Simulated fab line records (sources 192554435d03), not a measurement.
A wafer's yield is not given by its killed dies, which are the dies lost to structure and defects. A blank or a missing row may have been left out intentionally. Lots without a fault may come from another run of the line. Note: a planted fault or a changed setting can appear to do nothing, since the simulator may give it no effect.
A lot that was struck, set against a sound lot	flow n5-finfet	40 out of 1938 route steps
Sound: the wafers L178.1, L178.2, L178.6. Struck: wafers L192.1, L192.2, L192.3. At the end, the cause is stated.
Order at every step that has rows: each side's tool, ch and its chambers, its first start. Under that, the readings that differ: sound wafers	struck wafers	difference of the means	sigmas: that difference in standard deviations of wafers without a fault.
alike: a reading whose means differ by less than 2 such deviations, as well as words and numbers matching on both sides. not compared: withheld readings; readings where some wafer has no value; bounds like >300 that might hide an equal value; numbers whose values overlap and for which the record gives no deviation.
The two part at a step that has a row with sigmas, a row that says differs or no value, or rows on one side only. Non-overlapping numbers with no deviation appear without sigmas and do not part them. A reading that every wafer of one side lacks parts them only if that side has two wafers or more.

first, 4 steps without rows for these wafers: N5_HKMG_FIN_STRIP_89 (strips SOC in N2/H2, time 20 s); N5_HKMG_FIN_WET_ETCH_87 (etches TiN in SC1, time 154.2 s, target depth 4.7 nm, rinse time 30 s); N5_HKMG_FIN_STRIP_88 (strips in N2/H2, time 360 s); N5_HKMG_FIN_NWFM_ALD_20 (deposits TiAlC, target thk 2 nm, pulse time 3 s, purge time 2 s).
N5_HKMG_FIN_ALD_71: deposits TiN, target thk 1 nm, pulse time 1 s, purge time 3 s.
  sound on ald-metal-04 ch 1,2, day 4 23:35; struck on ald-metal-04 ch 0,1,2, day 8 10:34
  alike: heater-power-w, precursor-pulse-height-rel, susceptor-temp-C
then, 6 steps without rows for these wafers: N5_HKMG_FIN_COAT_66 (time 60 s, resist thk 300 nm); N5_HKMG_FIN_ETCH_67 (etches SOC in N2/H2, stops on TiN, target depth 388.9 nm); N5_HKMG_FIN_STRIP_90 (strips SOC in N2/H2, time 20 s); N5_HKMG_FIN_WET_ETCH_73 (etches the open film in SC1, time 42.3 s, target depth 1.3 nm, rinse time 30 s); N5_HKMG_FIN_ETCHBACK_68 (etches the open film in Cl2/Ar, stops on HfO2, target depth 0.5 nm); N5_HKMG_FIN_STRIP_69 (strips in N2/H2, time 360 s).
N5_HKMG_FIN_ALD_21: deposits TiN, target thk 1.5 nm, pulse time 1 s, purge time 3 s.
  sound on ald-metal-04 ch 2,3, day 5 00:50; struck on ald-metal-02 ch 0,1,2, day 8 11:50
  alike: heater-power-w, precursor-pulse-height-rel, susceptor-temp-C
N5_HKMG_FIN_ALD_72: deposits W, target thk 2 nm, pulse time 1 s, purge time 2 s.
  sound on cvd-w-01 ch 0,1, day 5 01:12; struck on cvd-w-01 ch 0,1, day 8 12:11
  alike: heater-power-w, precursor-pulse-height-rel, susceptor-temp-C
then, 4 steps without rows for these wafers: N5_HKMG_FIN_W_FILL_22 (material W, target thk 60 nm, time 18.2 s); N5_HKMG_FIN_PRECLEAN_83 (cleans in DIW, time 57.5 s); N5_HKMG_FIN_SRD_84 (dry time 32 s); N5_HKMG_FIN_CMP_23 (polishes, stops on SiNx, t overpolish 10 s, target thk 46.326 nm).
N5_HKMG_FIN_CMP_94: polishes, stops on SiNx, t overpolish 4.7 s, target thk 43.299 nm.
  sound on cmp-03 ch 0,1,3, day 5 01:55; struck on cmp-03 ch 0,1,3, day 8 12:50
  alike: motor-current-A, retaining-ring-pressure-frac
then, 2 steps without rows for these wafers: N5_GATE_CUT_ETCHBACK_00 (etches W in SF6/Cl2); N5_GATE_CUT_ETCH_56 (etches TiN in Cl2/Ar, target depth 21.6 nm).
N5_GATE_CUT_ETCHBACK_30: etches TiN in Cl2/Ar, target depth 3 nm.
  sound on rie-metal-03 ch 0, day 5 02:32; struck on rie-metal-03 ch 0,1, day 8 13:19
reading	sound	struck	difference	sigmas
throttle-valve-pct (%)	20.80 20.79 20.79	20.79 21.07 21.08	+0.19	+2
  alike: drypump-motor-current-A, oes-product-au, rf-fwd-power-W
  not compared: rf-hours-counter-h
then, 7 steps without rows for these wafers: N5_GATE_CUT_VAPOR_ETCH_60 (etches HfO2 in BCl3/Cl2); N5_GATE_CUT_ETCH_58 (etches SiNx in CH3F/O2, target depth 17 nm, time 128.6 s); N5_GATE_CUT_STRIP_59 (strips in N2/H2, time 20 s); N5_GATE_CUT_PRECLEAN_31 (cleans in DIW, time 300 s); N5_GATE_CUT_SRD_32 (time 30 s); N5_GATE_CUT_SAC_CAP_01 (material SiNx, target thk 24 nm, pulse time 1 s, ald cycles 480); N5_GATE_CUT_PECVD_57 (deposits SiNx from SiH4/NH3/N2, target thk 21 nm).
N5_GATE_CUT_CMP_02: polishes, stops on SiO2, t overpolish 12.7 s, target thk 0 nm.
  sound on cmp-04 ch 0,1, day 5 06:14; struck on cmp-02 ch 0,2,3, day 8 16:46
  alike: motor-current-A, overpolish-run-s, retaining-ring-pressure-frac, time-to-endpoint-s
then, 10 steps without rows for these wafers: N5_GATE_CUT_HM_DEP_46 (deposits SiO2 from TEOS/O2, target thk 130 nm, time 26.6 s); N5_GATE_CUT_COAT_34 (time 60 s, resist thk 60 nm); N5_GATE_CUT_COAT_35 (time 60 s, resist thk 10 nm); N5_GATE_CUT_COAT_27 (time 60 s, resist thk 10 nm); N5_GATE_CUT_COAT_07 (resist thk 30 nm); N5_GATE_CUT_EBR_09; N5_GATE_CUT_SOFTBAKE_08 (time 60 s); N5_GATE_CUT_EXPOSE_10 (exposes mask GATE CUT, target cd 20 nm); N5_GATE_CUT_PEB_11 (peb time 60 s); N5_GATE_CUT_DEVELOP_12 (develop time 30 s).
-- here the record skips 9 days between the struck wafers' starts before and after, leaving off in module GATE_CUT and picking up in module PASSIVATION (first step shown: number 1936 of the route) --
N5_PASSIVATION_PROBE_49:
  only the struck wafers here have rows in the record (prober-01, day 17 18:44); the sound ones have none

## WHERE THEY PART
Earliest at N5_GATE_CUT_ETCHBACK_30; latest, in this record, at N5_PASSIVATION_PROBE_49.

WHY: the cause the simulator had injected
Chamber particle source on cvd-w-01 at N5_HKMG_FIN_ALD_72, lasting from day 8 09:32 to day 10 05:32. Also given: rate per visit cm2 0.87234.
